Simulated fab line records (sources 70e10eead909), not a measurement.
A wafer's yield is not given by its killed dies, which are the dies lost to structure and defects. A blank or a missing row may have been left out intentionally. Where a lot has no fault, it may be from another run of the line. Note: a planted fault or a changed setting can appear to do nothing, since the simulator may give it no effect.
Struck lot and sound lot, side by side || flow nand harc || 15 out of 1159 route steps
Sound: the wafers L615.1, L615.5, L615.6. Struck: wafer L632.5 (left out: L632.2, L632.6 of the same lot, which were not struck); the cause appears at the end.
At each step with rows: each side's tool, then ch and its chambers, then its first start. Under that, the readings that differ: sound wafers || struck wafers || difference of the means || sigmas: that difference in standard deviations of wafers without a fault.
alike: readings with means less than 2 such deviations apart, plus words and numbers identical on both sides. not compared: withheld readings, readings lacking a value on some wafer, bounds such as >300 that could conceal the same value, and numbers that have no deviation in the record and whose values overlap.
The two part at a step that has a row with sigmas, a row that says differs or no value, or rows on one side only. Non-overlapping numbers with no deviation appear without sigmas and do not part them. A reading that every wafer of one side lacks parts them only if that side has two wafers or more.

NHARC_A_CONTACT_ETCH_112: etches the open film in C4F8/O2/Ar, time 94 s, target depth 922 nm.
  sound on har cap etch-02 ch 0,1, day 16 17:46; struck on har cap etch-03 ch 0, day 21 03:53
{"reading": "oes air line au (a.u.)", "sound": "0.995 0.970 0.990", "struck": 1.044, "difference": "+0.059", "sigmas": "+3"}
  not compared: rf hours counter h
then, 1 step without rows for these wafers: NHARC_A_CONTACT_ETCH_113 (etches the open film in C4F8/O2/Ar, time 94 s, target depth 922 nm).
NHARC_A_CONTACT_ETCH_114: etches the open film in C4F8/O2/Ar, time 94 s, target depth 922 nm.
  sound on har cap etch-02 ch 0,1, day 16 17:58; struck on har cap etch-03 ch 0, day 21 04:04
  alike: oes air line au
  not compared: rf hours counter h
NHARC_A_CONTACT_ETCH_115: etches the open film in C4F8/O2/Ar, time 94 s, target depth 922 nm.
  sound on har cap etch-02 ch 0,1, day 16 18:03; struck on har cap etch-03 ch 0, day 21 04:09
  alike: oes air line au
  not compared: rf hours counter h
then, 1 step without rows for these wafers: NHARC_A_CONTACT_ETCH_116 (etches the open film in C4F8/O2/Ar, time 94 s, target depth 922 nm).
NHARC_A_CONTACT_ETCH_117: etches the open film in C4F8/O2/Ar, time 94 s, target depth 922 nm.
  sound on har cap etch-02 ch 0,1, day 16 18:14; struck on har cap etch-03 ch 0, day 21 04:20
  alike: oes air line au
  not compared: rf hours counter h
then, 6 steps without rows for these wafers: NHARC_A_CONTACT_ETCH_118 (etches the open film in C4F8/O2/Ar, time 94 s, target depth 922 nm); NHARC_A_CONTACT_ETCH_119 (etches the open film in C4F8/O2/Ar, time 94 s, target depth 922 nm); NHARC_A_CONTACT_ETCH_120 (etches the open film in C4F8/O2/Ar, time 94 s, target depth 922 nm); NHARC_A_CONTACT_ETCH_121 (etches the open film in C4F8/O2/Ar, time 94 s, target depth 922 nm); NHARC_A_CONTACT_ETCH_122 (etches the open film in C4F8/O2/Ar, time 95 s, target depth 930 nm); NHARC_A_CONTACT_ETCH_123 (etches the open film in C4F8/O2/Ar, time 253 s, target depth 1090 nm).
NHARC_A_CONTACT_ETCH_90: etches the open film in CH3F/O2, target depth 40 nm, time 85.7 s.
  sound on rie diel-13 ch 0,1, day 16 19:22; struck on rie diel-13 ch 0, day 21 05:29
{"reading": "oes product au (a.u.)", "sound": "0.99 0.98 1.00", "struck": 0.68, "difference": -0.31, "sigmas": -9}
  alike: drypump motor current A, rf vpp V, showerhead plenum p Torr, throttle valve pct
  not compared: rf hours counter h
NHARC_A_CONTACT_ETCH_96: etches the open film in C4F6/O2, target depth 20 nm, time 10 s.
  sound: rie diel-13 ch 1,2,3; struck: rie diel-13 ch 1
{"reading": "oes product au (a.u.)", "sound": "1.002 1.014 1.013", "struck": 0.948, "difference": -0.062, "sigmas": -3}
  alike: drypump motor current A, rf vpp V, showerhead plenum p Torr, throttle valve pct
  not compared: rf hours counter h
-- the record jumps here: 3 days lie between the struck wafers' starts before and after (it left off in module A_CONTACT and takes up again in module END, whose first step shown is number 1159 of the route) --
NHARC_END_SORT_01:
  sound on prober-02 ch 0, day 20 10:56; struck on prober-01 ch 0, day 24 09:56
{"reading": "hold", "sound": "- - -", "struck": "await dispo/8.9h/release", "difference": "no value on the sound wafers", "sigmas": ""}
{"reading": "killed at array", "sound": "14 20 14", "struck": 166, "difference": "+150", "sigmas": "+15"}
{"reading": "killed dies", "sound": "19 22 20", "struck": 171, "difference": "+151", "sigmas": "+14"}
  alike: killed at other, killed at periphery, killed open, killed short

WHERE THEY PART
Earliest at NHARC_A_CONTACT_ETCH_112; latest, in this record, at NHARC_END_SORT_01.

WHY: what the simulator had put in
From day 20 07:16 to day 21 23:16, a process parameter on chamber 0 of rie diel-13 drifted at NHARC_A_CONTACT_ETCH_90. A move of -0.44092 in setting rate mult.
